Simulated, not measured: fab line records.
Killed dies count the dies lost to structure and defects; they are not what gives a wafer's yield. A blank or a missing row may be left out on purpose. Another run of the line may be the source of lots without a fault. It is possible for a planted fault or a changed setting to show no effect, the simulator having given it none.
fab line records	flow n5_finfet	part 1 of 2: steps 1 to 22 of 29
record lots=5	wafers=15	last_day=17
route steps=1938 shown BEOL_M1@751
lots that met no fault: taken from a fault-free run of the same line
start_h: hours from the record's first day to the start of the lot's first wafer shown	wait_h: how many hours have passed since the lot's step before this one	" as in the row above	L1.1+2: a single row standing in for several wafers	- no value present, or no start provided	* or withheld: withheld	< > ~ a bound
route shown NAME@n: a module of which the file shows steps, and the number in the route of the first	usual: mean and standard deviation over wafers with no fault	same: alike in all rows	chamber/n: place in a boat	sites: each site's reading	_std_site: the standard deviation of these	_edge_site: the outer-site mean with the inner-site mean subtracted	radius_mm: for every site, how far away it sits from the centre of the wafer	mask NAME#n: copy n	behind: the last tool/chamber to shape the wafer	hold: why the lot was held/for how many hours/how that ended	device: whichever transistor did not switch (one of n, p or np)	end of line: tests of these same wafers at the route's end	where a step has no rows: the recipe by itself	killed: at the first sort, the dies lost to defects and structure; wafer yield is something else	map: a wafer's dies, marking killed ones x, the rest . and places with no die _
set.NAME: the run value of the setting; set.NAME@STEP: its run value at that earlier step	model.NAME: the simulator's own value behind a step, which no gauge read
lots at some steps of the route; a table a step, a row a wafer
services: a tool's chamber out of use, with start hour (start_h, from the record's first day; less than 0 if before it), hours out, and reason
## steps
# step N5_BEOL_M1_ILD_DEP_00
# recipe material=SiOC	target_thk_a=790	temp_c=350	precursor=DEMS/O2	pressure_torr=5	rf_w=500	time_s=15.3
# usual heater_power_outer_w=254/41	heater_power_w=466/54	showerhead_plenum_p_Torr=5.693/0.017	throttle_valve_pct=12.0/0.66
# same time_s=15.3
lot.wafer	tool	chamber	start_h	wait_h	heater_power_outer_w	heater_power_w	showerhead_plenum_p_Torr	throttle_valve_pct
L080.1	pecvd-01	1	156.29	0.0	243	464	5.724	12.0
L080.2	"	0	"	"	253	483	5.723	11.2
L080.5	"	1	"	"	234	462	5.700	11.8
L087.3	pecvd-03	2	212.11	0.0	311	533	5.716	11.5
L087.5	"	0	"	"	251	485	5.681	13.4
L087.6	"	1	"	"	249	454	5.678	12.0
L091.1	pecvd-01	0	223.55	0.0	256	467	5.699	11.3
L091.3	"	2	"	"	206	392	5.685	11.7
L091.5	"	0	"	"	257	477	5.699	11.3
L092.1	pecvd-03	1	236.03	0.0	229	430	5.682	12.0
L092.3	"	2	"	"	307	535	5.731	11.7
L092.5	"	1	"	"	238	431	5.680	12.2
L097.1	pecvd-01	1	260.49	0.0	227	441	5.708	12.1
L097.2	"	2	"	"	191	361	5.706	11.5
L097.4	"	0	"	"	259	476	5.712	11.5
# step N5_BEOL_M1_THK_MEAS_01
# recipe reads=SiOC_of_BEOL_M1_ILD_DEP_00
# usual M1_ILD_THK=79.8/1.2
lot.wafer	tool	chamber	start_h	wait_h	M1_ILD_THK[nm]
L080.1	film_metro-01	-	156.35	0.0	78.9
L080.2	"	-	"	"	79.9
L080.5	"	-	"	"	81.4
L087.3	film_metro-01	-	212.18	0.1	80.6
L087.5	"	-	"	"	80.5
L087.6	"	-	"	"	81.5
L091.1	film_metro-01	-	223.61	0.0	78.6
L091.3	"	-	"	"	77.8
L091.5	"	-	"	"	80.2
L092.1	film_metro-01	-	236.10	0.0	77.5
L092.3	"	-	"	"	80.1
L092.5	"	-	"	"	79.4
L097.1	film_metro-01	-	260.55	0.0	80.7
L097.2	"	-	"	"	79.9
L097.4	"	-	"	"	80.5
# step N5_BEOL_M1_PECVD_72
# recipe material=SiO2	target_thk_a=160	temp_c=400	precursor=TEOS/O2	pressure_torr=5.5	rf_w=450	teos_flow_sccm=53.8	gas=O2	flow_sccm=3000	time_s=18
# usual heater_power_outer_w=395/55	heater_power_w=671/71	showerhead_plenum_p_Torr=8.78/0.065	throttle_valve_pct=22.4/1.1
# same time_s=18
lot.wafer	tool	chamber	start_h	wait_h	heater_power_outer_w	heater_power_w	showerhead_plenum_p_Torr	throttle_valve_pct
L080.1	pecvd-03	0	156.39	0.0	397	706	8.72	24.3
L080.2	"	2	"	"	438	689	8.88	21.7
L080.5	"	2	"	"	438	694	8.88	21.3
L087.3	pecvd-01	2	212.22	0.0	306	528	8.74	22.0
L087.5	"	2	"	"	290	531	8.75	21.8
L087.6	"	1	"	"	321	594	8.85	22.4
L091.1	pecvd-01	0	223.65	0.0	397	671	8.83	21.4
L091.3	"	2	"	"	311	542	8.75	21.7
L091.5	"	0	"	"	394	682	8.80	21.1
L092.1	pecvd-01	0	236.14	0.0	422	709	8.80	21.5
L092.3	"	1	"	"	357	636	8.84	22.3
L092.5	"	1	"	"	347	630	8.84	22.4
L097.1	pecvd-04	2	260.59	0.0	444	752	8.71	21.4
L097.2	"	0	"	"	416	740	8.69	24.2
L097.4	"	1	"	"	462	711	8.83	23.5
# step N5_BEOL_M1_HM_DEP_02
# recipe material=TiN	target_thk_a=200	temp_c=25	chamber_pressure_pa=0.49996
# usual throttle_valve_pct=29.9/0.97
lot.wafer	tool	chamber	start_h	wait_h	throttle_valve_pct
L080.1	pvd_sputter-03	-	158.15	1.7	28.7
L080.2	"	-	"	"	30.2
L080.5	"	-	"	"	28.7
L087.3	pvd_sputter-01	-	213.15	0.9	30.9
L087.5	"	-	"	"	29.8
L087.6	"	-	"	"	30.7
L091.1	pvd_sputter-01	-	225.38	1.7	29.8
L091.3	"	-	"	"	31.6
L091.5	"	-	"	"	31.7
L092.1	pvd_sputter-03	-	236.19	0.0	30.0
L092.3	"	-	"	"	30.3
L092.5	"	-	"	"	28.7
L097.1	pvd_sputter-02	-	260.65	0.0	29.8
L097.2	"	-	"	"	29.8
L097.4	"	-	"	"	28.1
# step N5_BEOL_M1_COAT_61
# recipe resist=SOC	temp_c=250	time_s=60	spin_rpm=1500	resist_thk_nm=60
# usual spin_speed_rpm=1499.9/1
# same time_s=60
lot.wafer	tool	chamber	start_h	wait_h	spin_speed_rpm
L080.1	litho_track-04	0	158.28	0.1	1498.9
L080.2	"	0	"	"	1499.9
L080.5	"	0	"	"	1499.9
L087.3	litho_track-03	0	213.27	0.1	1499.2
L087.5	"	0	"	"	1501.3
L087.6	"	0	"	"	1501.1
L091.1	litho_track-03	0	225.50	0.1	1500.5
L091.3	"	0	"	"	1500.2
L091.5	"	0	"	"	1499.5
L092.1	litho_track-04	0	236.33	0.1	1499.4
L092.3	"	0	"	"	1499.5
L092.5	"	0	"	"	1500.1
L097.1	litho_track-02	0	260.77	0.1	1500.5
L097.2	"	0	"	"	1502.0
L097.4	"	0	"	"	1501.1
# step N5_BEOL_M1_COAT_62
# recipe resist=SiARC	temp_c=220	time_s=60	spin_rpm=1500	resist_thk_nm=12
# usual spin_speed_rpm=1500.1/0.99
# same time_s=60
lot.wafer	tool	chamber	start_h	wait_h	spin_speed_rpm
L080.1	litho_track-04	0	-	-	1500.1
L080.2	"	0	"	"	1499.2
L080.5	"	0	"	"	1500.5
L087.3	litho_track-03	0	-	-	1500.7
L087.5	"	0	"	"	1500.0
L087.6	"	0	"	"	1498.1
L091.1	litho_track-03	0	-	-	1501.2
L091.3	"	0	"	"	1499.7
L091.5	"	0	"	"	1498.7
L092.1	litho_track-04	0	-	-	1500.6
L092.3	"	0	"	"	1499.9
L092.5	"	0	"	"	1500.2
L097.1	litho_track-02	0	-	-	1499.9
L097.2	"	0	"	"	1499.2
L097.4	"	0	"	"	1499.6
# step N5_BEOL_M1_COAT_73
# recipe resist=underlayer	temp_c=205	time_s=60	spin_rpm=1500	resist_thk_nm=5
# usual spin_speed_rpm=1499.8/1
# same time_s=60
lot.wafer	tool	chamber	start_h	wait_h	spin_speed_rpm
L080.1	litho_track-04	0	-	-	1499.9
L080.2	"	0	"	"	1499.8
L080.5	"	0	"	"	1500.6
L087.3	litho_track-03	0	-	-	1499.3
L087.5	"	0	"	"	1499.6
L087.6	"	0	"	"	1497.4
L091.1	litho_track-03	0	-	-	1497.5
L091.3	"	0	"	"	1501.4
L091.5	"	0	"	"	1499.4
L092.1	litho_track-04	0	-	-	1501.0
L092.3	"	0	"	"	1500.4
L092.5	"	0	"	"	1500.1
L097.1	litho_track-02	0	-	-	1501.7
L097.2	"	0	"	"	1499.3
L097.4	"	0	"	"	1500.7
# step N5_BEOL_M1_COAT_05
# recipe resist=CAR-EUV	spin_rpm=1500	resist_thk_nm=30
# usual spin_speed_rpm=1500.1/0.97
lot.wafer	tool	chamber	start_h	wait_h	spin_speed_rpm
L080.1	litho_track-04	0	-	-	1502.0
L080.2	"	0	"	"	1500.0
L080.5	"	0	"	"	1500.6
L087.3	litho_track-03	0	-	-	1499.1
L087.5	"	0	"	"	1499.0
L087.6	"	0	"	"	1498.2
L091.1	litho_track-03	0	-	-	1498.6
L091.3	"	0	"	"	1498.5
L091.5	"	0	"	"	1498.2
L092.1	litho_track-04	0	-	-	1500.0
L092.3	"	0	"	"	1499.8
L092.5	"	0	"	"	1500.8
L097.1	litho_track-02	0	-	-	1500.7
L097.2	"	0	"	"	1500.7
L097.4	"	0	"	"	1500.9
# step N5_BEOL_M1_EBR_07
# recipe solvent=PGMEA	ebr_width_mm=1.5
lot.wafer	tool	chamber	start_h	wait_h
L080.1+2+5	litho_track-04	0	-	-
L087.3+5+6	litho_track-03	0	-	-
L091.1+3+5	litho_track-03	0	-	-
L092.1+3+5	litho_track-04	0	-	-
L097.1+2+4	litho_track-02	0	-	-
# step N5_BEOL_M1_SOFTBAKE_06
# recipe temp_c=110	time_s=60	resist=CAR-EUV
# same time_s=60
lot.wafer	tool	chamber	start_h	wait_h
L080.1+2+5	litho_track-04	0	-	-
L087.3+5+6	litho_track-03	0	-	-
L091.1+3+5	litho_track-03	0	-	-
L092.1+3+5	litho_track-04	0	-	-
L097.1+2+4	litho_track-02	0	-	-
# step N5_BEOL_M1_EXPOSE_08
# recipe mask_id=M1	na=0.33	source_shape=dipole	sigma_inner=0.369	sigma_outer=0.767	polarization=unpolarized	dose_mj=33
lot.wafer	tool	chamber	start_h	wait_h	mask
L080.1+2+5	euv_scanner-01	0	158.54	-	M1#0
L087.3+5+6	euv_scanner-02	0	213.55	-	M1#0
L091.1+3+5	euv_scanner-01	0	225.64	-	M1#0
L092.1+3+5	euv_scanner-01	0	236.47	-	M1#0
L097.1+2+4	euv_scanner-02	0	260.91	-	M1#0
# step N5_BEOL_M1_PEB_09
# recipe peb_temp_c=100	peb_time_s=60	resist=CAR-EUV
lot.wafer	tool	chamber	start_h	wait_h
L080.1+2+5	litho_track-03	0	158.60	0.1
L087.3+5+6	litho_track-03	0	213.60	0.0
L091.1+3+5	litho_track-04	0	225.70	0.1
L092.1+3+5	litho_track-03	0	236.53	0.1
L097.1+2+4	litho_track-04	0	260.97	0.1
# step N5_BEOL_M1_DEVELOP_10
# recipe develop_time_s=30	developer=TMAH	resist=CAR-EUV	rinse_liquid=surfactant_rinse	dry=air_spin	dev_temp_c=23
# usual developer_temp_C=23.00/0.099
lot.wafer	tool	chamber	start_h	wait_h	developer_temp_C
L080.1	litho_track-03	0	-	-	22.92
L080.2	"	0	"	"	23.12
L080.5	"	0	"	"	22.99
L087.3	litho_track-03	0	-	-	23.04
L087.5	"	0	"	"	22.96
L087.6	"	0	"	"	23.08
L091.1	litho_track-04	0	-	-	23.00
L091.3	"	0	"	"	23.19
L091.5	"	0	"	"	23.17
L092.1	litho_track-03	0	-	-	22.81
L092.3	"	0	"	"	22.99
L092.5	"	0	"	"	22.88
L097.1	litho_track-04	0	-	-	23.09
L097.2	"	0	"	"	23.08
L097.4	"	0	"	"	23.12
# step N5_BEOL_M1_CD_MEAS_11
# recipe target_cd_nm=17.05	landing_energy_ev=500	detector=se_inlens	polarity=opening
# usual cd_nm=17.09/0.27
lot.wafer	tool	chamber	start_h	wait_h	cd_nm
L080.1	cd_sem-03	0	158.67	-	17.06
L080.2	"	0	"	"	17.12
L080.5	"	0	"	"	17.26
L087.3	cd_sem-01	0	213.66	-	17.09
L087.5	"	0	"	"	17.65
L087.6	"	0	"	"	16.94
L091.1	cd_sem-02	0	225.77	-	16.90
L091.3	"	0	"	"	17.14
L091.5	"	0	"	"	17.04
L092.1	cd_sem-02	0	236.59	-	17.45
L092.3	"	0	"	"	17.57
L092.5	"	0	"	"	17.26
L097.1	cd_sem-03	0	261.04	-	16.64
L097.2	"	0	"	"	17.45
L097.4	"	0	"	"	17.03
# step N5_BEOL_M1_OVL_MEAS_12
# recipe points_per_wafer=522
# usual M1_OVL=-0.1/0.63
lot.wafer	tool	chamber	start_h	wait_h	M1_OVL[nm]
L080.1	overlay-02	0	158.70	0.0	0.2
L080.2	"	0	"	"	-0.6
L080.5	"	0	"	"	-0.7
L087.3	overlay-02	0	213.70	0.0	-0.4
L087.5	"	0	"	"	-0.6
L087.6	"	0	"	"	-0.8
L091.1	overlay-02	0	225.80	0.0	-0.5
L091.3	"	0	"	"	-0.6
L091.5	"	0	"	"	0.7
L092.1	overlay-02	0	236.62	0.0	0.4
L092.3	"	0	"	"	-0.2
L092.5	"	0	"	"	-0.1
L097.1	overlay-02	0	261.07	0.0	-1.1
L097.2	"	0	"	"	-0.2
L097.4	"	0	"	"	0.3
# step N5_BEOL_M1_INSPECT_13
# recipe mode=adi	inspect_instrument=brightfield
# usual raw_defect_count=374/78
lot.wafer	tool	chamber	start_h	wait_h	raw_defect_count
L080.1	defect_inspect-02	-	158.76	0.1	449
L080.2	"	-	"	"	506
L080.5	"	-	"	"	476
L087.3	defect_inspect-02	-	213.75	0.0	265
L087.5	"	-	"	"	325
L087.6	"	-	"	"	399
L091.1	defect_inspect-01	-	225.85	0.1	299
L091.3	"	-	"	"	273
L091.5	"	-	"	"	337
L092.1	defect_inspect-02	-	236.68	0.1	357
L092.3	"	-	"	"	267
L092.5	"	-	"	"	352
L097.1	defect_inspect-01	-	261.13	0.1	457
L097.2	"	-	"	"	348
L097.4	"	-	"	"	354
# step N5_BEOL_M1_DESCUM_16
# recipe chemistry=O2	time_s=7	source_power_w=50	bias_power_w=20	pressure_mtorr=20	rf_frequency_hz=2.712e+07	temp_c=40	resist=CAR-EUV	o2_flow_sccm=225
# usual drypump_motor_current_A=5.9/0.46	oes_product_au=0.81/0.1	rf_vpp_V=243.2/1.1	showerhead_plenum_p_Torr=2.10/0.067	throttle_valve_pct=20.40/0.26
# same time_s=7
lot.wafer	tool	chamber	start_h	wait_h	drypump_motor_current_A	oes_product_au	rf_hours_counter_h	rf_vpp_V	showerhead_plenum_p_Torr	throttle_valve_pct
L080.1	rie_diel-03	3	158.79	0.0	5.7	0.69	208	244.2	2.17	20.63
L080.2	"	1	"	"	5.7	0.75	167	241.8	1.99	20.64
L080.5	"	1	"	"	5.7	0.76	-	241.5	1.99	20.65
L087.3	rie_diel-03	0	213.78	0.0	6.2	0.95	13	244.5	2.05	19.89
L087.5	"	2	"	"	6.6	0.93	-	245.5	2.15	20.22
L087.6	"	3	"	"	5.7	0.68	-	244.6	2.16	20.67
L091.1	rie_diel-03	1	225.89	0.0	5.7	0.74	189	242.1	1.99	20.69
L091.3	"	3	"	"	5.7	0.67	231	244.5	2.16	20.68
L091.5	"	1	"	"	5.7	0.74	-	241.8	1.99	20.67
L092.1	rie_diel-02	3	236.72	0.0	5.2	0.82	70	243.2	2.03	20.22
L092.3	"	1	"	"	6.6	0.78	109	243.8	2.12	20.25
L092.5	"	1	"	"	6.7	0.77	-	244.1	2.12	20.23
L097.1	rie_diel-02	2	261.16	0.0	6.1	0.92	20	244.3	2.05	20.38
L097.2	"	1	"	"	6.6	0.77	115	242.8	2.11	20.24
L097.4	"	3	"	"	5.2	0.80	78	241.9	2.02	20.22
# step N5_BEOL_M1_ETCH_74
# recipe chemistry=N2/H2	target=underlayer	target_depth_a=65	mask_material=CAR-EUV	time_s=5.2	ion_energy_ev=200	pressure_mtorr=30	source_w=840	bias_w=150	n2_flow_sccm=200	h2_flow_sccm=200	ends=cleared
# usual drypump_motor_current_A=5.9/0.46	etch_rf_on_time_s=5.31/0.19	n2_flow_sccm=199.9/0.57	oes_product_au=0.68/0.087	rf_vpp_V=524.0/2.4	showerhead_plenum_p_Torr=2.55/0.073	throttle_valve_pct=17.8/0.33
lot.wafer	tool	chamber	start_h	wait_h	drypump_motor_current_A	etch_rf_on_time_s	n2_flow_sccm	oes_product_au	rf_hours_counter_h	rf_vpp_V	showerhead_plenum_p_Torr	throttle_valve_pct
L080.1	rie_diel-03	3	158.83	0.0	5.7	5.57	199.6	0.58	208	527.3	2.63	18.1
L080.2	"	1	"	"	5.7	5.14	199.1	0.64	167	519.3	2.40	17.8
L080.5	"	1	"	"	5.7	5.16	200.1	0.64	-	521.5	2.40	17.9
L087.3	rie_diel-03	0	213.82	0.0	6.2	5.19	200.2	0.81	13	520.9	2.50	17.5
L087.5	"	2	"	"	6.6	5.26	199.9	0.78	-	525.8	2.57	17.3
L087.6	"	3	"	"	5.7	5.54	199.6	0.56	-	526.2	2.62	18.1
L091.1	rie_diel-03	1	225.92	0.0	5.7	5.16	199.9	0.63	189	521.8	2.39	17.9
L091.3	"	3	"	"	5.7	5.62	201.0	0.56	231	525.8	2.62	18.1
L091.5	"	1	"	"	5.7	5.18	199.6	0.63	-	518.3	2.39	17.8
L092.1	rie_diel-02	3	236.75	0.0	5.3	5.17	199.9	0.71	70	521.4	2.47	17.5
L092.3	"	1	"	"	6.7	5.34	200.7	0.66	109	524.4	2.56	17.6
L092.5	"	1	"	"	6.6	5.26	200.1	0.66	-	525.2	2.56	17.6
L097.1	rie_diel-02	2	261.19	0.0	6.1	5.27	199.4	0.77	20	521.0	2.52	18.2
L097.2	"	1	"	"	6.6	5.33	198.7	0.66	115	523.9	2.55	17.6
L097.4	"	3	"	"	5.3	5.14	200.7	0.70	78	520.5	2.47	17.6
# step N5_BEOL_M1_ETCH_63
# recipe chemistry=CF4	target=SiARC	target_depth_a=156	mask_material=CAR-EUV	time_s=26	ion_energy_ev=80	pressure_mtorr=40	source_w=545	bias_w=36	Ar_flow_sccm=100	cf4_flow_sccm=100	ends=cleared
# usual drypump_motor_current_A=5.9/0.46	etch_rf_on_time_s=26.4/0.92	oes_product_au=0.68/0.086	rf_vpp_V=184.2/1.1	showerhead_plenum_p_Torr=2.15/0.059	throttle_valve_pct=15.6/0.3
lot.wafer	tool	chamber	start_h	wait_h	drypump_motor_current_A	etch_rf_on_time_s	oes_product_au	rf_hours_counter_h	rf_vpp_V	showerhead_plenum_p_Torr	throttle_valve_pct
L080.1	rie_diel-03	3	158.84	0.0	5.7	27.2	0.58	208	184.9	2.21	15.8
L080.2	"	1	"	"	5.7	25.4	0.65	167	183.5	2.07	16.0
L080.5	"	1	"	"	5.7	25.4	0.65	-	182.8	2.07	16.0
L087.3	rie_diel-03	0	213.83	0.0	6.2	26.1	0.81	13	184.5	2.08	15.0
L087.5	"	2	"	"	6.6	26.7	0.77	-	185.4	2.18	15.4
L087.6	"	3	"	"	5.7	27.6	0.57	-	185.3	2.20	15.9
L091.1	rie_diel-03	1	225.94	0.0	5.7	25.6	0.63	189	182.8	2.06	16.0
L091.3	"	3	"	"	5.7	27.6	0.57	231	184.8	2.20	15.9
L091.5	"	1	"	"	5.7	25.7	0.63	-	184.1	2.06	16.0
L092.1	rie_diel-02	3	236.77	0.0	5.2	25.6	0.71	70	184.7	2.09	15.4
L092.3	"	1	"	"	6.6	26.9	0.66	109	184.7	2.16	15.4
L092.5	"	1	"	"	6.6	26.7	0.67	-	183.7	2.16	15.4
L097.1	rie_diel-02	2	261.21	0.0	6.1	26.1	0.78	20	183.3	2.11	15.5
L097.2	"	1	"	"	6.6	27.1	0.66	115	183.9	2.15	15.5
L097.4	"	3	"	"	5.2	25.4	0.69	78	182.8	2.09	15.5
# step N5_BEOL_M1_ETCH_64
# recipe chemistry=N2/H2	target=SOC	target_depth_a=750	overetch_a=150	mask_material=SiARC	temp_c=40	time_s=112.5	ion_energy_ev=200	pressure_mtorr=30	source_w=840	bias_w=150	n2_flow_sccm=200	h2_flow_sccm=200
# usual drypump_motor_current_A=5.9/0.46	n2_flow_sccm=200.0/0.57	oes_product_au=0.64/0.074	rf_vpp_V=524.0/2.1	showerhead_plenum_p_Torr=2.55/0.073	throttle_valve_pct=17.7/0.33
# same time_s=112.5
lot.wafer	tool	chamber	start_h	wait_h	drypump_motor_current_A	n2_flow_sccm	oes_product_au	rf_hours_counter_h	rf_vpp_V	showerhead_plenum_p_Torr	throttle_valve_pct
L080.1	rie_diel-03	3	158.87	0.0	5.7	201.0	0.55	208	526.4	2.63	18.0
L080.2	"	1	"	"	5.7	199.3	0.60	167	521.7	2.40	17.8
L080.5	"	1	"	"	5.7	199.5	0.60	-	521.7	2.40	17.8
L087.3	rie_diel-03	0	213.86	0.0	6.2	200.4	0.75	13	521.9	2.50	17.4
L087.5	"	2	"	"	6.6	199.5	0.73	-	525.6	2.57	17.3
L087.6	"	3	"	"	5.7	198.4	0.54	-	527.0	2.62	18.1
L091.1	rie_diel-03	1	225.97	0.0	5.6	200.0	0.58	190	520.6	2.39	17.8
L091.3	"	3	"	"	5.7	200.0	0.54	231	525.3	2.62	18.1
L091.5	"	1	"	"	5.6	200.2	0.58	-	521.1	2.39	17.8
L092.1	rie_diel-02	3	236.80	0.0	5.3	200.4	0.66	70	521.5	2.47	17.5
L092.3	"	1	"	"	6.7	200.3	0.63	109	523.0	2.56	17.6
L092.5	"	1	"	"	6.7	199.9	0.63	-	523.5	2.56	17.6
L097.1	rie_diel-02	2	261.24	0.0	6.1	198.7	0.72	20	523.0	2.52	18.1
L097.2	"	1	"	"	6.6	199.7	0.62	115	523.3	2.56	17.6
L097.4	"	3	"	"	5.3	200.2	0.64	78	523.4	2.47	17.5
# step N5_BEOL_M1_STRIP_65
# recipe chemistry=N2/H2	temp_c=40	n2_flow_sccm=200	h2_flow_sccm=200	rf_frequency_hz=6e+07
lot.wafer	tool	chamber	start_h	wait_h
L080.1+2+5	rie_diel-03	3,1,1	158.98	0.1
L087.3+5+6	rie_diel-03	0,2,3	213.97	0.1
L091.1+3+5	rie_diel-03	1,3,1	226.08	0.1
L092.1+3+5	rie_diel-02	3,1,1	236.90	0.1
L097.1+2+4	rie_diel-02	2,1,3	261.35	0.1
# step N5_BEOL_M1_STRIP_75
# recipe chemistry=N2/H2	temp_c=40	n2_flow_sccm=200	h2_flow_sccm=200	rf_frequency_hz=6e+07
lot.wafer	tool	chamber	start_h	wait_h
L080.1+2+5	rie_diel-03	3,1,1	158.99	0.0
L087.3+5+6	rie_diel-03	0,2,3	213.98	0.0
L091.1+3+5	rie_diel-03	1,3,1	226.09	0.0
L092.1+3+5	rie_diel-02	3,1,1	236.91	0.0
L097.1+2+4	rie_diel-02	2,1,3	261.36	0.0
